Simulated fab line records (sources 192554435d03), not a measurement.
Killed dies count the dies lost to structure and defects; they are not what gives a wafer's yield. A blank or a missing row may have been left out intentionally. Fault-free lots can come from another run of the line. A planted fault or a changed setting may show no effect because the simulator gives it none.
Split-lot trial	flow n5 finfet	7 lots, 21 wafers read, on a route of 1938 steps

## THE SPLIT ITSELF
At N5_SD_EPI_N_PEB_07 (peb time 60 s), the setting peb time s was moved away from the recipe's 60 s on 7 of the 21 wafers read, by -19.2% to +21.1%. All remaining wafers had this setting at the recipe value.

## BETWEEN THE SPLIT AND THE READING: the file shows 1 step in between
- N5_SD_EPI_N_DEVELOP_08: develop time 30 s (also split here: develop time s)

## THE READING
cd nm (nm) at N5_SD_EPI_N_CD_MEAS_09, where the cd target is 120 nm. A value of 120.2 nm with a standard deviation of 0.79 nm is what fault-free wafers of this fab line usually give.

wafer	tool, chamber at the split	peb time s as run, s	against the recipe	cd nm, nm	against lot-mates on the recipe
L074.1	litho track-03, 0	66.92	+11.5%	122.8	+2.6
L074.4	litho track-03, 0	66.92	+11.5%	123.1	+2.9
L074.5	litho track-03, 0	60	recipe	120.2	-
L077.1	litho track-03, 0	55.01	-8.3%	118.0	-2.2
L077.3	litho track-03, 0	60	recipe	120.2	-
L077.4	litho track-03, 0	55.01	-8.3%	117.5	-2.7
L079.1	litho track-03, 0	60	recipe	121.2	-
L079.2	litho track-03, 0	60	recipe	120.5	-
L079.3	litho track-03, 0	60	recipe	119.6	-
L084.1	litho track-03, 0	60	recipe	120.5	-
L084.3	litho track-03, 0	48.5	-19.2%	112.8	-7.8
L084.6	litho track-03, 0	60	recipe	120.6	-
L085.2	litho track-01, 0	55.54	-7.4%	117.8	-2.5
L085.4	litho track-01, 0	60	recipe	120.8	-
L085.5	litho track-01, 0	60	recipe	119.7	-
L088.1	litho track-02, 0	60	recipe	118.6	-
L088.4	litho track-02, 0	72.67	+21.1%	125.6	+6.9
L088.5	litho track-02, 0	60	recipe	118.7	-
L096.1	litho track-01, 0	60	recipe	119.7	-
L096.3	litho track-01, 0	60	recipe	119.7	-
L096.6	litho track-01, 0	60	recipe	119.1	-

THE FIT
A straight line over all 21 wafers: cd nm changes by +0.297 nm for each +1% of peb time s; r = +0.96; the points scatter about the line by 0.75 nm.
The same after taking each lot's own level away (the mean of its wafers on the recipe; 21 wafers): +0.328 nm for each +1%; r = +0.98; scatter 0.58 nm.
On that fit, the largest move of peb time s shifts the reading by 6.9 nm.
The lots' own levels span 118.65 to 120.55 nm, that is 2.4 times the standard deviation above.
So the lot-to-lot level changes the slope little: the two slopes agree.
Check: for one of the wafers moved furthest among these (+21.1%), held out of the fit, the line's prediction against its lot-mates is +6.69 nm. Against them it came out at +6.95 nm.

## OTHER SPLITS ON THESE WAFERS
Note: prior to the reading, these wafers also went through further splits. Each is held against what the fit with the lots' levels taken away leaves over:
other split on the same wafers	wafers away from the commonest value	r with cd nm (lot level and that fit taken away)
N5_ZERO_LAYER_PECVD_02 time s	6	-0.10
N5_ZERO_LAYER_EXPOSE_08 dose mj	9	-0.13
N5_PMOS_HMC_CHANNEL_EPI_PEB_07 peb temp c	8	+0.33
N5_FIN_CUT_COAT_29 spin rpm	6	+0.06
N5_SD_EPI_N_DEVELOP_08 develop time s	7	+0.26

## THE WHOLE CHAIN: every reading that the file lists as answering this split, in the file's order
step	what it does	reading	change (the file's fit)	r (the file's)
N5_SD_EPI_N_CD_MEAS_09	target cd 120 nm	cd nm	+0.341 nm for each +1% of the setting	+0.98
N5_SD_EPI_N_DESCUM_14	chemistry O2, time 7.9 s	SD_EPI_N.cd nm (the simulator's own value, which no gauge read)	+0.345 nm for each +1% of the setting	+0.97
N5_SD_EPI_N_ETCH_34	etches SiARC in CF4, target depth 45.5 nm, time 75.8 s	SD_EPI_N.cd nm (the simulator's own value, which no gauge read)	+0.332 nm for each +1% of the setting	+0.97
N5_SD_EPI_N_ETCH_35	etches SOC in N2/H2, overetch 108 nm, time 486 s	SD_EPI_N.cd nm (the simulator's own value, which no gauge read)	+0.355 nm for each +1% of the setting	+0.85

## THE FILE'S OWN FIT
cd nm changes by +0.341 nm for each +1% of peb time s, r = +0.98.
